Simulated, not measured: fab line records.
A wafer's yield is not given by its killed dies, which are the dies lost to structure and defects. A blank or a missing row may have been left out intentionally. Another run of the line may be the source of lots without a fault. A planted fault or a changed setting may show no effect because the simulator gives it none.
Comparing a struck lot with a sound one :: flow nand-harc :: 35 steps out of a route of 1302
Sound: the wafers L883.1, L883.4, L883.5. Struck: wafers L889.4, L889.5, L889.6. At the end, the cause is stated.
For every step that has rows: the tool of each side, followed by ch and its chambers, followed by its first start. Under that, the readings that differ: sound wafers :: struck wafers :: difference of the means :: sigmas: that difference in standard deviations of wafers without a fault.
alike: readings whose means differ by less than 2 such deviations, and words and numbers that are the same on both sides. not compared: withheld readings, readings that some wafer has no value for, bounds like >300 that may hide the same value, and numbers for which the record gives no deviation and whose values overlap.
Wherever a step has rows on one side only, a row that says differs or no value, or a row with sigmas, the two part there. When numbers do not overlap yet have no deviation, they are printed without sigmas and do not part them. Lack of a reading on every wafer of one side parts them only where that side has two or more wafers.

first, 6 steps without rows for these wafers: NHARC_P_ZERO_WELL_COAT_46; NHARC_P_ZERO_WELL_SOFTBAKE_47 (time 95 s); NHARC_P_ZERO_WELL_EBR_48; NHARC_P_ZERO_WELL_EXPOSE_49 (exposes mask P HVPW, target cd 2000 nm); NHARC_P_ZERO_WELL_PEB_50 (peb time 85 s); NHARC_P_ZERO_WELL_DEVELOP_51 (time 70 s).
NHARC_P_ZERO_WELL_CD_MEAS_52: target cd 2000 nm.
  sound on cd-sem-02 ch 0, day 3 07:37; struck on cd-sem-03 ch 0, day 5 19:45
  alike: cd-nm
then, 1 step without rows for these wafers: NHARC_P_ZERO_WELL_HARDBAKE_53 (time 80 s).
NHARC_P_ZERO_WELL_DESCUM_54: chemistry O2, time 3 s.
  sound on rie-diel-01 ch 1,3, day 3 07:46; struck on rie-diel-05 ch 1,2, day 5 19:55
  alike: drypump-motor-current-A, oes-product-au, rf-vpp-V, showerhead-plenum-p-Torr, throttle-valve-pct
  not compared: rf-hours-counter-h
then, 3 steps without rows for these wafers: NHARC_P_ZERO_WELL_IMPLANT_55; NHARC_P_ZERO_WELL_IMPLANT_61; NHARC_P_ZERO_WELL_STRIP_56 (strips in SPM, time 840 s).
NHARC_P_ZERO_WELL_PRECLEAN_68: cleans in SC1, time 60 s.
  sound on wet-bench-01 ch 1,6,7, day 3 08:22; struck on wet-bench-03 ch 1,2,7, day 5 20:30
after that, 1 step had no rows for these wafers: NHARC_P_ZERO_WELL_SRD_69.
NHARC_P_ZERO_WELL_RTA_42: time 300 s.
  sound on rtp-anneal-02 ch 0, day 3 08:45; struck on rtp-anneal-01 ch 0, day 5 21:13
reading: lamp-power-pct (%)
sound: 38.8 38.8 38.9
struck: 32.9 33.0 33.0
difference: -5.9
sigmas: -2
  alike: wafer_temp_C_max
NHARC_P_ZERO_WELL_INSPECT_43:
  sound: defect-inspect-02 at day 3 09:25; struck: defect-inspect-02 at day 5 21:34
reading: raw-defect-count
sound: 10 11 9
struck: 617 655 651
difference: +631
sigmas: +99 or more
then, 14 steps without rows for these wafers: NHARC_P_STI_ETCH_26 (etches SiO2 in dHF, target depth 11 nm); NHARC_P_STI_PRECLEAN_27 (cleans in SC1); NHARC_P_STI_SRD_28; NHARC_P_STI_OXIDE_29 (material SiO2, target thk 10 nm, ox time 1362 s); NHARC_P_STI_HM_DEP_30 (deposits Si3N4, target thk 80 nm, time 873 s); NHARC_P_STI_DEHYDRATE_01 (time 120 s); NHARC_P_STI_HMDS_02 (time 30 s); NHARC_P_STI_COAT_41 (time 65 s); NHARC_P_STI_COAT_03 (resist thk 600 nm); NHARC_P_STI_SOFTBAKE_04 (time 70 s); NHARC_P_STI_EBR_05; NHARC_P_STI_EXPOSE_06 (exposes mask P STI, target cd 200 nm); NHARC_P_STI_PEB_07 (peb time 80 s); NHARC_P_STI_DEVELOP_08 (time 50 s).
NHARC_P_STI_CD_MEAS_09: target cd 200 nm.
  sound on cd-sem-03 ch 0, day 4 00:24; struck on cd-sem-03 ch 0, day 6 12:53
reading: cd-nm (nm)
sound: 198.3 198.2 196.7
struck: 202.8 201.5 204.0
difference: +5.0
sigmas: +2
NHARC_P_STI_OVL_MEAS_10:
  sound: overlay-02 at day 4 00:29; struck: overlay-02 at day 6 12:58
  alike: overlay-x-nm, overlay-y-nm
NHARC_P_STI_INSPECT_11:
  sound: defect-inspect-02 at day 4 00:32; struck: defect-inspect-02 at day 6 13:00
reading: raw-defect-count
sound: 4 4 6
struck: 598 645 627
difference: +619
sigmas: +99 or more
then, 1 step without rows for these wafers: NHARC_P_STI_HARDBAKE_13 (time 65 s).
-- record jumps: 22 days between struck wafers' starts before vs after; left off in module P_STI, resumes in module END, first step shown is number 1302 of the route --
NHARC_END_SORT_01:
  sound on prober-01 ch 0, day 25 11:02; struck on prober-01 ch 0, day 28 06:22
reading: killed-at-periphery
sound: 13 11 6
struck: 93 85 97
difference: +82
sigmas: +30

reading: killed-dies
sound: 32 35 32
struck: 148 135 145
difference: +110
sigmas: +6

reading: killed-open
sound: 6 6 7
struck: 3 0 2
difference: -5
sigmas: -2
  alike: killed-at-array, killed-at-other, killed-short

== WHERE THEY PART ==
At NHARC_P_ZERO_WELL_RTA_42 first; at NHARC_END_SORT_01 last (within this record only).

WHY: what the simulator had put in
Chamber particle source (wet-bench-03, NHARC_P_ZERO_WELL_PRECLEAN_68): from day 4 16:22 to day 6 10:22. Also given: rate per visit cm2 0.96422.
